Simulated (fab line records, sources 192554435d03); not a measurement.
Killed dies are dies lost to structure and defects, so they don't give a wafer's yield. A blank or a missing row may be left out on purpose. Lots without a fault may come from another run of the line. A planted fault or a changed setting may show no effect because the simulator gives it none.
fab line records | flow n5_finfet | part 2 of 2: steps 19 to 24 of 24
record lots=5 wafers=15 last_day=19
route steps=1938 shown BEOL_M0_SAQP@646
lots that met no fault: from a run of the same line without faults
start_h: hours from the record's first day to the start of the lot's first wafer shown | wait_h: hours since the lot's step before | " the same as in the row above | L1.1+2: a row that stands for several wafers | - no value, or no start given | * or withheld: withheld | < > ~ a bound
route shown NAME@n: a module of which the file shows steps, and the number in the route of the first | usual: mean/standard deviation of fault-free wafers | same: alike in all rows | chamber/n: place in a boat | sites: the reading at each site | _std_site: their standard deviation | _edge_site: outer sites' mean less inner sites' | radius_mm: how far each site lies from the wafer's centre | mask NAME#n: copy n | behind: the tool/chamber that last shaped the wafer | hold: why the lot was held/for how many hours/how that ended | device: the transistor (n, p or np) that didn't switch | end of line: the same wafers' tests at the end of the route | a step without rows: its recipe alone | killed: dies lost to structure and defects at the first sort, not the wafer's yield | map: a wafer's dies, x killed, . not, _ none there
set.NAME: the setting as run; set.NAME@STEP: as run at that earlier step | model.NAME: the simulator's own value behind a step, which no gauge read
lots at some steps of the route; a table a step, a row a wafer
services: from which hour (start_h, from the record's first day; less than 0 if before it) a tool's chamber was out of use, for how many hours, and why
## steps
# step N5_BEOL_M0_SAQP_SPACER1_ETCHBACK_99
# recipe chemistry=CHF3/O2 mode=anisotropic_etchback target=SiO2 target_depth_a=154 time_s=7.7 pressure_mtorr=30 source_w=650 bias_w=170 Ar_flow_sccm=200 CHF3_flow_sccm=50 O2_flow_sccm=5 ion_energy_ev=200
# usual drypump_motor_current_A=5.7/0.36 mfc_ar_sccm=200.0/0.61 oes_product_au=0.77/0.08 rf_vpp_V=519/7.7 showerhead_plenum_p_Torr=2.40/0.062 throttle_valve_pct=18.90/0.2
# columns lot.wafer tool chamber start_h wait_h drypump_motor_current_A mfc_ar_sccm oes_product_au rf_hours_counter_h rf_vpp_V showerhead_plenum_p_Torr throttle_valve_pct
L081.1 rie_diel-03 2 150.16 0.3 5.7 201.2 0.69 224 533 2.40 19.34
L081.2 " 0 " " 5.5 199.2 0.74 162 517 2.32 19.21
L081.4 " 3 " " 5.7 199.2 0.68 235 519 2.47 19.09
L083.1 rie_diel-03 0 165.22 0.3 5.4 199.9 0.74 169 516 2.31 19.22
L083.2 " 2 " " 5.7 200.2 0.69 231 533 2.39 19.34
L083.6 " 2 " " 5.7 199.4 0.69 - 534 2.39 19.36
L095.1 rie_diel-03 3 243.53 0.3 5.6 198.9 0.91 13 518 2.46 18.73
L095.2 " 0 " " 5.5 200.0 0.72 196 515 2.31 19.25
L095.4 " 1 " " 5.2 200.2 0.90 - 515 2.46 18.92
L090.1 rie_diel-04 1 245.07 0.3 5.4 199.5 0.79 104 506 2.33 19.04
L090.3 " 2 " " 6.0 200.9 0.70 238 534 2.38 18.80
L090.6 " 0 " " 5.5 201.6 0.70 - 518 2.37 18.91
L093.1 rie_diel-02 1 245.32 0.3 6.4 200.0 0.71 205 526 2.39 18.79
L093.2 " 2 " " 6.4 200.1 0.83 58 522 2.43 18.61
L093.5 " 2 " " 6.4 199.9 0.83 - 521 2.43 18.60
# step N5_BEOL_M0_SAQP_MANDREL1_REMOVE_100
# recipe chemistry=HBr/Cl2/O2 bt_time_s=10 target=a-Si stop_on=SiNx endpoint=OES-SiCl over_etch_frac=0.85 icp_w=600 bias_w=30 HBr_flow_sccm=150 Cl2_flow_sccm=80 O2_flow_sccm=5 pressure_mtorr=10
# usual drypump_motor_current_A=5.7/0.55 oes_product_au=0.994/0.018 throttle_valve_pct=36.69/0.24
# columns lot.wafer tool chamber start_h wait_h drypump_motor_current_A oes_product_au rf_hours_counter_h throttle_valve_pct
L081.1 rie_si-04 3 150.24 0.1 6.0 0.999 48 36.87
L081.2 " 0 " " 4.8 0.991 6 36.45
L081.4 " 1 " " 6.7 0.979 106 36.68
L083.1 rie_si-04 0 165.30 0.1 4.8 0.975 7 36.45
L083.2 " 2 " " 4.8 1.012 155 36.98
L083.6 " 0 " " 4.8 0.998 - 36.45
L095.1 rie_si-05 1 243.62 0.1 6.0 0.965 9 36.72
L095.2 " 2 " " 5.4 0.984 157 36.50
L095.4 " 1 " " 6.0 0.961 - 36.72
L090.1 rie_si-04 3 245.15 0.1 6.0 0.997 49 36.87
L090.3 " 2 " " 4.8 1.026 156 36.98
L090.6 " 0 " " 4.8 0.989 - 36.45
L093.1 rie_si-01 1 245.40 0.1 6.2 0.998 30 36.89
L093.2 " 2 " " 5.9 0.970 105 36.37
L093.5 " 3 " " 6.1 0.985 - 36.30
# step N5_BEOL_M0_SAQP_CD_MEAS_25
# recipe target_cd_nm=13.1 landing_energy_ev=1000 detector=se_inlens
# usual cd_nm=12.79/0.23
# columns lot.wafer tool chamber start_h wait_h cd_nm
L081.1 cd_sem-01 0 150.35 0.1 12.59
L081.2 " 0 " " 12.70
L081.4 " 0 " " 12.60
L083.1 cd_sem-01 0 165.41 0.1 12.83
L083.2 " 0 " " 13.04
L083.6 " 0 " " 12.86
L095.1 cd_sem-02 0 243.73 0.1 12.53
L095.2 " 0 " " 12.77
L095.4 " 0 " " 12.87
L090.1 cd_sem-01 0 245.26 0.1 12.95
L090.3 " 0 " " 13.05
L090.6 " 0 " " 12.54
L093.1 cd_sem-03 0 245.51 0.1 12.71
L093.2 " 0 " " 13.10
L093.5 " 0 " " 13.03
# step N5_BEOL_M0_SAQP_ETCH_101
# recipe chemistry=CH3F/O2 target=SiNx mask_material=SiO2 target_depth_a=299 time_s=42.7 pressure_mtorr=30 source_w=395 bias_w=73 Ar_flow_sccm=150 CH3F_flow_sccm=30 O2_flow_sccm=20 ion_energy_ev=120
# usual drypump_motor_current_A=5.9/0.4 mfc_ar_sccm=150.0/0.46 oes_product_au=0.77/0.085 rf_vpp_V=296/3.9 showerhead_plenum_p_Torr=2.00/0.056 throttle_valve_pct=16.34/0.22
# columns lot.wafer tool chamber start_h wait_h drypump_motor_current_A mfc_ar_sccm oes_product_au rf_hours_counter_h rf_vpp_V showerhead_plenum_p_Torr throttle_valve_pct
L081.1 rie_diel-03 1 150.39 0.0 5.2 150.9 0.66 249 290 2.05 16.76
L081.2 " 2 " " 5.7 150.4 0.69 224 303 1.98 16.76
L081.4 " 0 " " 5.5 150.0 0.74 162 293 1.92 16.67
L083.1 rie_diel-03 0 165.47 0.1 5.5 150.4 0.74 170 295 1.92 16.68
L083.2 " 2 " " 5.7 149.9 0.69 231 301 1.98 16.79
L083.6 " 2 " " 5.7 149.8 0.69 - 303 1.98 16.80
L095.1 rie_diel-02 1 243.81 0.1 6.4 149.6 0.70 204 298 1.99 16.30
L095.2 " 0 " " 6.3 150.0 0.70 203 299 1.97 16.35
L095.4 " 2 " " 6.3 150.1 0.83 58 297 2.02 16.12
L090.1 rie_diel-04 0 245.30 0.0 5.5 150.1 0.71 217 293 1.97 16.43
L090.3 " 3 " " 6.1 149.2 0.86 63 291 1.95 16.19
L090.6 " 3 " " 6.0 148.9 0.87 - 293 1.95 16.18
L093.1 rie_diel-03 1 245.58 0.1 5.2 150.2 0.89 26 292 2.04 16.36
L093.2 " 3 " " 5.7 150.8 0.89 14 292 2.04 16.17
L093.5 " 3 " " 5.7 150.2 0.90 - 294 2.04 16.17
# step N5_BEOL_M0_SAQP_ETCH_102
# recipe chemistry=CF4 target=SiO2 target_depth_a=40 ion_energy_ev=350 time_s=4.4 pressure_mtorr=10 icp_w=800 bias_w=400 cf4_flow_sccm=80
# usual drypump_motor_current_A=5.7/0.55 oes_product_au=0.999/0.026 throttle_valve_pct=21.84/0.19
# columns lot.wafer tool chamber start_h wait_h drypump_motor_current_A oes_product_au rf_hours_counter_h throttle_valve_pct
L081.1 rie_si-01 3 150.50 0.1 6.1 0.992 113 21.67
L081.2 " 0 " " 5.7 0.994 26 21.65
L081.4 " 1 " " 6.2 0.994 29 21.92
L083.1 rie_si-01 0 165.58 0.1 5.7 0.977 27 21.65
L083.2 " 2 " " 5.9 0.984 104 21.72
L083.6 " 0 " " 5.7 0.986 - 21.64
L095.1 rie_si-04 3 243.92 0.1 6.0 1.019 49 22.07
L095.2 " 1 " " 6.7 0.998 107 22.06
L095.4 " 2 " " 4.8 1.027 156 21.95
L090.1 rie_si-04 1 245.41 0.1 6.7 0.991 107 22.06
L090.3 " 0 " " 4.8 0.984 8 21.85
L090.6 " 0 " " 4.8 0.980 - 21.87
L093.1 rie_si-01 1 245.68 0.1 6.1 0.995 30 21.91
L093.2 " 0 " " 5.7 0.979 28 21.65
L093.5 " 0 " " 5.7 0.977 - 21.65
# step N5_BEOL_M0_SAQP_MANDREL_ETCH_103
# recipe chemistry=HBr/Cl2 target=a-Si target_depth_a=450 bt_time_s=10 stop_on=SiCN mask_material=SiO2 over_etch_frac=0.8 time_s=27 pressure_mtorr=10 icp_w=800 bias_w=75 HBr_flow_sccm=150 Cl2_flow_sccm=80 ends=end_point
# usual drypump_motor_current_A=5.7/0.54 oes_product_au=0.680/0.011 throttle_valve_pct=35.43/0.23
# columns lot.wafer tool chamber start_h wait_h drypump_motor_current_A oes_product_au rf_hours_counter_h throttle_valve_pct
L081.1 rie_si-01 3 150.53 0.0 6.1 0.687 113 35.02
L081.2 " 0 " " 5.7 0.681 26 35.49
L081.4 " 1 " " 6.1 0.683 29 35.59
L083.1 rie_si-01 0 165.61 0.0 5.7 0.668 27 35.51
L083.2 " 2 " " 5.9 0.662 104 35.15
L083.6 " 0 " " 5.7 0.670 - 35.50
L095.1 rie_si-04 3 243.95 0.0 6.0 0.675 49 35.61
L095.2 " 1 " " 6.7 0.668 107 35.42
L095.4 " 2 " " 4.8 0.683 156 35.71
L090.1 rie_si-04 1 245.44 0.0 6.7 0.682 107 35.41
L090.3 " 0 " " 4.8 0.675 8 35.17
L090.6 " 0 " " 4.8 0.690 - 35.18
L093.1 rie_si-01 1 245.72 0.0 6.1 0.681 30 35.61
L093.2 " 0 " " 5.7 0.683 28 35.47
L093.5 " 0 " " 5.7 0.686 - 35.46
## services
# columns tool chamber start_h hours kind
arfi_scanner-02 - 126.57 3.2 repair
rie_si-01 0 134.18 4.3 repair
arfi_scanner-02 - 138.51 0.8 repair
ald_sin-03 3 154.82 1.4 repair
vapor_etch-01 - 155.25 2.8 pm
rie_diel-02 1 157.61 19.4 repair
arfi_scanner-02 - 159.69 2.6 repair
arfi_scanner-02 - 162.94 5.2 repair
rie_diel-04 - 165.30 1.5 repair
rie_si-01 2 168.07 7.2 repair
rie_si-05 3 173.25 8.4 repair
arfi_scanner-03 - 184.38 9.0 repair
arfi_scanner-02 - 196.84 1.3 pm
arfi_scanner-03 - 197.11 1.0 pm
rie_si-04 0 199.15 6.7 repair
ald_sin-03 3 202.14 5.8 repair
rie_diel-03 3 204.86 4.9 repair
rie_diel-03 2 206.36 7.5 repair
rie_si-04 0 211.11 15.7 repair
rie_si-05 0 212.71 7.2 repair
arfi_scanner-03 - 228.59 1.3 pm
arfi_scanner-03 - 232.17 1.0 pm
rie_si-05 0 232.26 3.0 repair
rie_si-04 - 244.16 0.1 repair
